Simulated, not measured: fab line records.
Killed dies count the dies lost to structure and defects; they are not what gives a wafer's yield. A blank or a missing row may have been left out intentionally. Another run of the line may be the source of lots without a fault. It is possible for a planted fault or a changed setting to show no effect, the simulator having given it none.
Split-lot trial / flow n5-finfet / 21 wafers read from 7 lots, route of 1938 steps

== ABOUT THE SPLIT ==
At N5_BEOL_M14_TRENCH_ETCH_34 (etches SiO2 in C4F8/O2/Ar, target depth 556.65 nm, time 126.9 s), the setting bias-w was moved away from the recipe's 2040 W on 8 of the 21 wafers read, by -8.2% to +16.2%. For the rest of the wafers, this setting stayed at what the recipe calls for.

The reading is taken at the split's own step.

== THE READING ==
rf-vpp-V, in V, at N5_BEOL_M14_TRENCH_ETCH_34 (etches SiO2 in C4F8/O2/Ar, target depth 556.65 nm, time 126.9 s). Typical for fault-free wafers on this fab line: 2203 V, with standard deviation 43 V.

wafer=L075.2; tool, chamber at the split=rie-diel-05, 3; bias-w as run, W=1873; against the recipe=-8.2%; rf-vpp-V, V=2066; against lot-mates on the recipe=-186
wafer=L075.5; tool, chamber at the split=rie-diel-05, 3; bias-w as run, W=1873; against the recipe=-8.2%; rf-vpp-V, V=2069; against lot-mates on the recipe=-183
wafer=L075.6; tool, chamber at the split=rie-diel-05, 0; bias-w as run, W=2040; against the recipe=recipe; rf-vpp-V, V=2252; against lot-mates on the recipe=-
wafer=L081.2; tool, chamber at the split=rie-diel-05, 3; bias-w as run, W=2040; against the recipe=recipe; rf-vpp-V, V=2194; against lot-mates on the recipe=-
wafer=L081.3; tool, chamber at the split=rie-diel-05, 1; bias-w as run, W=2261; against the recipe=+10.8%; rf-vpp-V, V=2429; against lot-mates on the recipe=+206
wafer=L081.6; tool, chamber at the split=rie-diel-05, 0; bias-w as run, W=2040; against the recipe=recipe; rf-vpp-V, V=2251; against lot-mates on the recipe=-
wafer=L083.1; tool, chamber at the split=rie-diel-05, 1; bias-w as run, W=2371; against the recipe=+16.2%; rf-vpp-V, V=2507; against lot-mates on the recipe=+278
wafer=L083.4; tool, chamber at the split=rie-diel-05, 3; bias-w as run, W=2040; against the recipe=recipe; rf-vpp-V, V=2194; against lot-mates on the recipe=-
wafer=L083.5; tool, chamber at the split=rie-diel-05, 1; bias-w as run, W=2040; against the recipe=recipe; rf-vpp-V, V=2264; against lot-mates on the recipe=-
wafer=L085.2; tool, chamber at the split=rie-diel-05, 0; bias-w as run, W=2040; against the recipe=recipe; rf-vpp-V, V=2251; against lot-mates on the recipe=-
wafer=L085.5; tool, chamber at the split=rie-diel-05, 1; bias-w as run, W=2040; against the recipe=recipe; rf-vpp-V, V=2263; against lot-mates on the recipe=-
wafer=L085.6; tool, chamber at the split=rie-diel-05, 0; bias-w as run, W=2040; against the recipe=recipe; rf-vpp-V, V=2250; against lot-mates on the recipe=-
wafer=L087.3; tool, chamber at the split=rie-diel-05, 1; bias-w as run, W=2040; against the recipe=recipe; rf-vpp-V, V=2264; against lot-mates on the recipe=-
wafer=L087.5; tool, chamber at the split=rie-diel-05, 2; bias-w as run, W=2341; against the recipe=+14.8%; rf-vpp-V, V=2481; against lot-mates on the recipe=+217
wafer=L087.6; tool, chamber at the split=rie-diel-05, 3; bias-w as run, W=2341; against the recipe=+14.8%; rf-vpp-V, V=2412; against lot-mates on the recipe=+148
wafer=L094.3; tool, chamber at the split=rie-diel-02, 3; bias-w as run, W=2040; against the recipe=recipe; rf-vpp-V, V=2128; against lot-mates on the recipe=-
wafer=L094.5; tool, chamber at the split=rie-diel-02, 0; bias-w as run, W=2200; against the recipe=+7.8%; rf-vpp-V, V=2320; against lot-mates on the recipe=+192
wafer=L094.6; tool, chamber at the split=rie-diel-02, 3; bias-w as run, W=2200; against the recipe=+7.8%; rf-vpp-V, V=2244; against lot-mates on the recipe=+116
wafer=L095.1; tool, chamber at the split=rie-diel-05, 3; bias-w as run, W=2040; against the recipe=recipe; rf-vpp-V, V=2193; against lot-mates on the recipe=-
wafer=L095.4; tool, chamber at the split=rie-diel-05, 1; bias-w as run, W=2040; against the recipe=recipe; rf-vpp-V, V=2262; against lot-mates on the recipe=-
wafer=L095.5; tool, chamber at the split=rie-diel-05, 3; bias-w as run, W=2040; against the recipe=recipe; rf-vpp-V, V=2192; against lot-mates on the recipe=-

THE FIT
A straight line over all 21 wafers: rf-vpp-V changes by +16 V for each +1% of bias-w; r = +0.93; the points scatter about the line by 45 V.
The same after taking each lot's own level away (the mean of its wafers on the recipe; 21 wafers): +16.7 V for each +1%; r = +0.95; scatter 37 V.
That fit puts the effect of the largest move of bias-w on the reading at 2.7e+02 V.
The lots' own levels span 2128.0 to 2264.0 V, that is 3.2 times the standard deviation above.
Hence the lot-to-lot level has little effect on the slope; both slopes agree.
Check: with one of the wafers moved furthest among these (+16.2%) left out of the fit, the line predicts +260 V for it against its lot-mates. Against them it came out at +278 V.
Tool readings at the split's step, against how far the setting was moved: rf-vpp-V r = +0.93.

== OTHER SPLITS APPLIED TO THESE WAFERS ==
Note: prior to the reading, these wafers also went through further splits. Each is held against what the fit with the lots' levels taken away leaves over:
other split on the same wafers=N5_BEOL_M12_EXPOSE_07 dose-mj; wafers away from the commonest value=7; r with rf-vpp-V (lot level and that fit taken away)=+0.01

== THE FILE'S OWN FIT ==
rf-vpp-V changes by +16.7 V for each +1% of bias-w, r = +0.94.
